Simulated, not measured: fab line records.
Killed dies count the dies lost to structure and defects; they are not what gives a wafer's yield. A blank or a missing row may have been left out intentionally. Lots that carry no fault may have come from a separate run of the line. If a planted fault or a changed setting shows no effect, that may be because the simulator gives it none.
The same fault as seen by 3 desks | flow n5Finfet | numbers are kept per desk, each desk with only its own; the story behind them comes last

== THE DEFECT DESK ==
Per lot, the means of the sampled wafers with a number show what the inspections along the route counted. The brackets show how far a lot's mean lies from the usual mean; more than 4 standard deviations puts the lot out of limits, marked OUT.
Columns: A = rawDefectCount at N5_MIM_BOT_LITHO_INSPECT_12, usual 2.2
lot  | first seen here | A
L426 | day 13 01:55    | 1.0
L432 | day 14 08:11    | 1.3
L438 | day 15 23:50    | 3.0
L437 | day 16 01:09    | 2.7
L440 | day 16 19:14    | 2.7
L443 | day 17 14:25    | 3.3
This desk found nothing out of limits on any of the 6 lots.

== AT THE TOOL OWNER'S DESK: rieMetal-02 ==
The tool's own readings at N5_MIM_BOT_ETCH_ETCH_00 (etches TiN in Cl2/BCl3, target depth 45.5 nm): means of the sampled wafers that have a number, for each lot that ran on this tool. The brackets show how far a lot's mean lies from the usual mean; more than 4 standard deviations puts the lot out of limits, marked OUT.
Columns: A = biasW at N5_MIM_BOT_ETCH_ETCH_00, usual 126.0 W; B = drypumpMotorCurrentA at N5_MIM_BOT_ETCH_ETCH_00, usual 5.8 A; C = oesProductAu at N5_MIM_BOT_ETCH_ETCH_00, usual 0.77 a.u.; D = throttleValvePct at N5_MIM_BOT_ETCH_ETCH_00, usual 21.89 %
lot  | first seen here | A     | B   | C    | D
L432 | day 14 08:28    | 125.7 | 5.9 | 0.71 | 21.86
L438 | day 16 00:39    | 126.0 | 5.9 | 0.79 | 21.70
L437 | day 16 01:26    | 125.8 | 6.0 | 0.79 | 21.71
This desk found nothing out of limits on any of the 3 lots.

== METROLOGY DESK ==
Means of the sampled wafers that have a number, per lot and without regard to the tool the lot ran on: this is what the gauges read. The brackets show how far a lot's mean lies from the usual mean; more than 4 standard deviations puts the lot out of limits, marked OUT.
Columns: A = cdNm at N5_MIM_BOT_LITHO_CD_MEAS_08, usual 3000.4 nm; B = MIM_BOT_OVL at N5_MIM_BOT_LITHO_OVL_MEAS_11, usual -2 nm
lot  | first seen here | A      | B
L426 | day 13 01:52    | 2998.9 | -2
L432 | day 14 08:08    | 3000.7 | -3
L438 | day 15 23:47    | 2999.5 | 4
L437 | day 16 01:05    | 3000.9 | -4
L440 | day 16 19:11    | 2999.0 | -6
L443 | day 17 14:22    | 3000.6 | -5
This desk found nothing out of limits on any of the 6 lots.

== BROUGHT TOGETHER ==
Nothing out of limits was seen by the defect desk.
The tool owner's desk saw nothing out of limits.
At the metrology desk, nothing out of limits was observed.

== WHAT THE SIMULATOR PUT IN ==
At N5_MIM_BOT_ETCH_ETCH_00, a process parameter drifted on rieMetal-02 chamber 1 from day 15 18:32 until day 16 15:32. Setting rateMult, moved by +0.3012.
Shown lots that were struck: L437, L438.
